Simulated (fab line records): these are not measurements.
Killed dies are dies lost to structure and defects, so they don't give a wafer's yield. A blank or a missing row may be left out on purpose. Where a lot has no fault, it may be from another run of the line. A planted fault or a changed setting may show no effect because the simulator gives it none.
What tool caused it? || flow nandHarc || 13 lots, 39 wafers sampled, at 5 steps of a route of 1159

== WHAT THE GAUGES READ, wafer by wafer ==
NHARC_THIN_TSV_THK_MEAS_02: measures by ir.
{"lot": "L712", "measured": "day 19 00:52", "on": "filmMetro-01", "thkNm (nm)": "3278 2985 3229"}
{"lot": "L713", "measured": "day 19 02:04", "on": "filmMetro-01", "thkNm (nm)": "2964 3022 3325"}
{"lot": "L716", "measured": "day 19 03:16", "on": "filmMetro-01", "thkNm (nm)": "3118 2692 3430"}
{"lot": "L718", "measured": "day 20 13:04", "on": "filmMetro-01", "thkNm (nm)": "3100 3100 3139"}
{"lot": "L719", "measured": "day 20 14:16", "on": "filmMetro-01", "thkNm (nm)": "3063 2961 2735"}
{"lot": "L720", "measured": "day 21 02:05", "on": "filmMetro-02", "thkNm (nm)": "2983 3186 3244"}
{"lot": "L717", "measured": "day 20 23:41", "on": "filmMetro-01", "thkNm (nm)": "3439 3384 3514"}
{"lot": "L721", "measured": "day 21 00:52", "on": "filmMetro-01", "thkNm (nm)": "3197 3161 3089"}
{"lot": "L725", "measured": "day 21 06:57", "on": "filmMetro-02", "thkNm (nm)": "3072 2931 2679"}
{"lot": "L724", "measured": "day 21 05:44", "on": "filmMetro-02", "thkNm (nm)": "2745 2674 2578"}
{"lot": "L723", "measured": "day 22 15:17", "on": "filmMetro-01", "thkNm (nm)": "2771 2857 2996"}
{"lot": "L729", "measured": "day 22 16:29", "on": "filmMetro-02", "thkNm (nm)": "3037 3009 2902"}
{"lot": "L728", "measured": "day 23 04:49", "on": "filmMetro-02", "thkNm (nm)": 2746}

NHARC_THIN_TSV_INSPECT_40.
{"lot": "L712", "measured": "day 19 14:21", "on": "defectInspect-02", "rawDefectCount": "528 468 504"}
{"lot": "L713", "measured": "day 19 14:20", "on": "defectInspect-01", "rawDefectCount": "492 430 389"}
{"lot": "L716", "measured": "day 19 14:21", "on": "defectInspect-01", "rawDefectCount": "410 492 378"}
{"lot": "L718", "measured": "day 21 02:50", "on": "defectInspect-02", "rawDefectCount": "812 534 485"}
{"lot": "L719", "measured": "day 21 02:50", "on": "defectInspect-01", "rawDefectCount": "480 591 654"}
{"lot": "L720", "measured": "day 21 12:16", "on": "defectInspect-02", "rawDefectCount": "436 555 465"}
{"lot": "L717", "measured": "day 21 12:16", "on": "defectInspect-01", "rawDefectCount": "453 394 410"}
{"lot": "L721", "measured": "day 21 12:16", "on": "defectInspect-02", "rawDefectCount": "414 420 465"}
{"lot": "L725", "measured": "day 21 19:54", "on": "defectInspect-01", "rawDefectCount": "461 482 370"}
{"lot": "L724", "measured": "day 21 15:56", "on": "defectInspect-01", "rawDefectCount": "359 587 455"}
{"lot": "L723", "measured": "day 23 04:15", "on": "defectInspect-02", "rawDefectCount": "499 432 691"}
{"lot": "L729", "measured": "day 23 04:16", "on": "defectInspect-01", "rawDefectCount": "423 390 416"}
{"lot": "L728", "measured": "day 23 18:11", "on": "defectInspect-02", "rawDefectCount": 546}

NHARC_END_SORT_01.
{"lot": "L724", "measured": "day 22 06:49", "on": "prober-01", "defectLimitedYield (%)": "96.8 95.0 94.5", "killedAtArray": "20 29 31", "killedAtOther": "0 0 0", "killedAtPeriphery": "2 5 6", "killedDies": "22 34 37", "killedOpen": "0 1 6", "killedShort": "4 5 0", "sort_bin_2_pct (%)": "1.0 1.2 1.6", "sort_bin_3_pct (%)": "0 0.15 0", "sort_bin_4_pct (%)": "2.2 3.7 3.8", "sortNPass": "655 643 640", "sortRimYieldPct (%)": "97.2 92.5 100.0", "sortYieldPct (%)": "96.8 95.0 94.5"}
{"lot": "L728", "measured": "day 23 21:16", "on": "prober-02", "defectLimitedYield (%)": "0 93.9 0", "killedAtArray": "671 35 670", "killedAtOther": "2 0 1", "killedAtPeriphery": "4 6 6", "killedDies": "677 41 677", "killedOpen": "5 3 7", "killedShort": "0 2 1", "sort_bin_2_pct (%)": "94.7 1.9 94.8", "sort_bin_3_pct (%)": "0 0.30 0.89", "sort_bin_4_pct (%)": "5.3 3.8 4.3", "sortNPass": "0 636 0", "sortRimYieldPct (%)": "0 95.3 0", "sortYieldPct (%)": "0 93.9 0"}

== TOOL THAT RAN EACH LOT (tool first, then ch and the chambers of the sampled wafers, then the start) ==
{"lot": "L712", "NHARC_A_M1_PVD_21": "pvdSputter-03, day 17 23:55", "NHARC_THIN_TSV_DEP_43": "pecvd-01 ch 1,2, day 19 01:08"}
{"lot": "L713", "NHARC_A_M1_PVD_21": "pvdSputter-03, day 18 00:17", "NHARC_THIN_TSV_DEP_43": "pecvd-04 ch 0,1,2, day 19 02:22"}
{"lot": "L716", "NHARC_A_M1_PVD_21": "pvdSputter-01, day 18 01:54", "NHARC_THIN_TSV_DEP_43": "pecvd-01 ch 0,1, day 19 03:34"}
{"lot": "L718", "NHARC_A_M1_PVD_21": "pvdSputter-01, day 19 18:40", "NHARC_THIN_TSV_DEP_43": "pecvd-03 ch 0,1, day 20 13:16"}
{"lot": "L719", "NHARC_A_M1_PVD_21": "pvdSputter-02, day 19 20:08", "NHARC_THIN_TSV_DEP_43": "pecvd-04 ch 0,1, day 20 14:47"}
{"lot": "L720", "NHARC_A_M1_PVD_21": "pvdSputter-02, day 20 02:10", "NHARC_THIN_TSV_DEP_43": "pecvd-04 ch 0,1,2, day 21 02:18"}
{"lot": "L717", "NHARC_A_M1_PVD_21": "pvdSputter-01, day 20 02:11", "NHARC_THIN_TSV_DEP_43": "pecvd-04 ch 0,1,2, day 20 23:55"}
{"lot": "L721", "NHARC_A_M1_PVD_21": "pvdSputter-02, day 20 02:49", "NHARC_THIN_TSV_DEP_43": "pecvd-01 ch 1,2, day 21 01:08"}
{"lot": "L725", "NHARC_A_M1_PVD_21": "pvdSputter-01, day 20 11:15", "NHARC_THIN_TSV_DEP_43": "pecvd-04 ch 0,2, day 21 07:10"}
{"lot": "L724", "NHARC_A_M1_PVD_21": "pvdSputter-02, day 20 12:14", "NHARC_THIN_TSV_DEP_43": "pecvd-01 ch 0,1,2, day 21 05:58"}
{"lot": "L723", "NHARC_A_M1_PVD_21": "pvdSputter-01, day 21 19:32", "NHARC_THIN_TSV_DEP_43": "pecvd-04 ch 0,1,2, day 22 15:32"}
{"lot": "L729", "NHARC_A_M1_PVD_21": "pvdSputter-02, day 21 20:32", "NHARC_THIN_TSV_DEP_43": "pecvd-04 ch 1,2, day 22 16:44"}
{"lot": "L728", "NHARC_A_M1_PVD_21": "pvdSputter-02, day 22 11:05", "NHARC_THIN_TSV_DEP_43": "pecvd-01 ch 0, day 23 05:11"}
- NHARC_A_M1_PVD_21: deposits Cu, target thk 30 nm, time 20.49 s.
- NHARC_THIN_TSV_DEP_43: deposits SiO2, target thk 1328.5 nm.

== WHAT THE TOOLS THEMSELVES READ (means of the sampled wafers that have a number; where no wafer has one, the mark that the record gives instead) ==
NHARC_A_M1_PVD_21.
{"lot": "L712", "tool": "pvdSputter-03", "throttleValvePct (%)": 31.1}
{"lot": "L713", "tool": "pvdSputter-03", "throttleValvePct (%)": 29.8}
{"lot": "L716", "tool": "pvdSputter-01", "throttleValvePct (%)": 30.8}
{"lot": "L718", "tool": "pvdSputter-01", "throttleValvePct (%)": 30.5}
{"lot": "L719", "tool": "pvdSputter-02", "throttleValvePct (%)": 28.6}
{"lot": "L720", "tool": "pvdSputter-02", "throttleValvePct (%)": 29.1}
{"lot": "L717", "tool": "pvdSputter-01", "throttleValvePct (%)": 30.0}
{"lot": "L721", "tool": "pvdSputter-02", "throttleValvePct (%)": 29.1}
{"lot": "L725", "tool": "pvdSputter-01", "throttleValvePct (%)": 30.3}
{"lot": "L724", "tool": "pvdSputter-02", "throttleValvePct (%)": 29.1}
{"lot": "L723", "tool": "pvdSputter-01", "throttleValvePct (%)": 30.3}
{"lot": "L729", "tool": "pvdSputter-02", "throttleValvePct (%)": 28.7}
{"lot": "L728", "tool": "pvdSputter-02", "throttleValvePct (%)": 29.4}

NHARC_THIN_TSV_DEP_43.
{"lot": "L712", "tool": "pecvd-01", "chamberPressureTorr (Torr)": 6.490, "showerheadVppV (V)": 1997, "throttleValvePct (%)": 15.5}
{"lot": "L713", "tool": "pecvd-04", "chamberPressureTorr (Torr)": 6.495, "showerheadVppV (V)": 1831, "throttleValvePct (%)": 15.8}
{"lot": "L716", "tool": "pecvd-01", "chamberPressureTorr (Torr)": 6.502, "showerheadVppV (V)": 1975, "throttleValvePct (%)": 15.4}
{"lot": "L718", "tool": "pecvd-03", "chamberPressureTorr (Torr)": 6.501, "showerheadVppV (V)": 1902, "throttleValvePct (%)": 16.6}
{"lot": "L719", "tool": "pecvd-04", "chamberPressureTorr (Torr)": 6.497, "showerheadVppV (V)": 1814, "throttleValvePct (%)": 15.9}
{"lot": "L720", "tool": "pecvd-04", "chamberPressureTorr (Torr)": 6.510, "showerheadVppV (V)": 1858, "throttleValvePct (%)": 15.9}
{"lot": "L717", "tool": "pecvd-04", "chamberPressureTorr (Torr)": 6.498, "showerheadVppV (V)": 1834, "throttleValvePct (%)": 15.9}
{"lot": "L721", "tool": "pecvd-01", "chamberPressureTorr (Torr)": 6.505, "showerheadVppV (V)": 1995, "throttleValvePct (%)": 15.6}
{"lot": "L725", "tool": "pecvd-04", "chamberPressureTorr (Torr)": 6.503, "showerheadVppV (V)": 1742, "throttleValvePct (%)": 16.0}
{"lot": "L724", "tool": "pecvd-01", "chamberPressureTorr (Torr)": 6.505, "showerheadVppV (V)": 1996, "throttleValvePct (%)": 15.7}
{"lot": "L723", "tool": "pecvd-04", "chamberPressureTorr (Torr)": 6.506, "showerheadVppV (V)": 1839, "throttleValvePct (%)": 16.1}
{"lot": "L729", "tool": "pecvd-04", "chamberPressureTorr (Torr)": 6.492, "showerheadVppV (V)": 1931, "throttleValvePct (%)": 16.0}
{"lot": "L728", "tool": "pecvd-01", "chamberPressureTorr (Torr)": 6.488, "showerheadVppV (V)": 1972, "throttleValvePct (%)": 15.7}

== THE ANSWER, worked out from the rows above alone ==
Rule: what is usual is taken from the lots themselves. Put in order of their means at a reading, lots are off if they are a third of the lots or fewer, leave a main group of 4 or more, and stand apart from it by a gap of 3 or more times the standard deviation of the main group's means; of several such gaps the widest counts. Not used: any main group whose means are identical at the precision the tables above print for the reading. Also off: a lot with no number at a reading for which 4 or more lots have one. The other lots that the step has rows for count as sound. Order of review: gauges by route order, followed by the tools' own readings, for which a lot's mean as printed above is used. At the first step where some lot is off, the reading lying furthest off is the one used; lots without a number count as furthest.
Nothing can be told from this: no lot is off at any reading shown.

== WHAT THE SIMULATOR HAD PUT IN ==
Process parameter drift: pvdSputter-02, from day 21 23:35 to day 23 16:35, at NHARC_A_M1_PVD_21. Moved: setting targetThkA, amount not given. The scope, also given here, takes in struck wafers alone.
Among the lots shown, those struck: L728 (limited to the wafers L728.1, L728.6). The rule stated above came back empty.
